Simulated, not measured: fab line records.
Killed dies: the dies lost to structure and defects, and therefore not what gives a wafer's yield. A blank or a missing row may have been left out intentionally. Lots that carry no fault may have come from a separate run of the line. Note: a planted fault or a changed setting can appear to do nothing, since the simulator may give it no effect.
Matching of chambers -- flow nand_harc -- rie_diel-05 running NHARC_P_ZERO_WELL_DESCUM_54: 4 sister chambers
The step chemistry O2, time 3 s. 18 wafers are shown with their chamber, then 9 later ones without.

## WAFERS WITH THEIR CHAMBER
wafer,chamber,showerhead_plenum_p_Torr (Torr),drypump_motor_current_A (A),oes_product_au (a.u.)
L684.2,0,1.88,5.7,1.014
L684.3,3,2.05,6.2,1.000
L684.4,1,1.92,6.2,1.006
L686.2,2,2.04,5.2,1.005
L686.3,1,1.91,6.2,1.018
L686.5,1,1.91,6.2,1.007
L690.2,3,2.04,6.1,0.987
L690.3,2,2.04,5.2,0.994
L690.6,3,2.04,6.1,0.990
L692.1,2,2.04,5.2,0.995
L692.4,1,1.91,6.1,1.004
L692.5,2,2.04,5.2,0.991
L693.1,3,2.04,6.2,0.995
L693.5,1,1.91,6.2,1.006
L693.6,0,1.88,5.6,1.006
L694.1,2,2.04,5.2,1.009
L694.2,1,1.91,6.2,1.006
L694.3,3,2.04,6.2,0.999

SIGNATURES (means of the wafers above)
reading,chamber 0,chamber 1,chamber 2,chamber 3,scatter within a chamber
showerhead_plenum_p_Torr,1.8800,1.9117,2.0400,2.0420,0.00342
drypump_motor_current_A,5.650,6.183,5.200,6.160,0.0425
oes_product_au,1.01000,1.00783,0.99880,0.99420,0.00614
Rule: for a wafer and a chamber, the distance is found by dividing, reading by reading, the gap between the wafer's reading and the chamber's mean by the reading's scatter, squaring, summing and taking the root. The wafer belongs to the nearest chamber; if the next one is less than 2 further off, it can't be placed. The scatter is the square root of a quotient: the sum, over the shown wafers, of each reading's squared deviation from its chamber's mean, divided by wafers minus chambers.

## WAFERS WITHOUT THEIR CHAMBER
wafer,showerhead_plenum_p_Torr (Torr),drypump_motor_current_A (A),oes_product_au (a.u.)
L695.1,1.91,6.2,1.013
L695.3,2.04,6.1,1.017
L695.6,1.91,6.2,1.007
L697.1,2.04,6.1,1.008
L697.2,1.91,6.2,1.000
L697.4,1.88,5.7,1.013
L704.1,1.88,5.7,1.007
L704.2,2.04,5.3,1.005
L704.3,2.04,6.2,1.004

## WHICH CHAMBER EACH ONE RAN IN
wafer,from the rows above,in truth
L695.1,1,1
L695.3,3,3
L695.6,1,1
L697.1,3,3
L697.2,1,1
L697.4,0,0
L704.1,0,0
L704.2,2,2
L704.3,3,3
Correctly placed: 9 of 9. Number that these rows cannot place: 0. Number placed wrongly: 0.
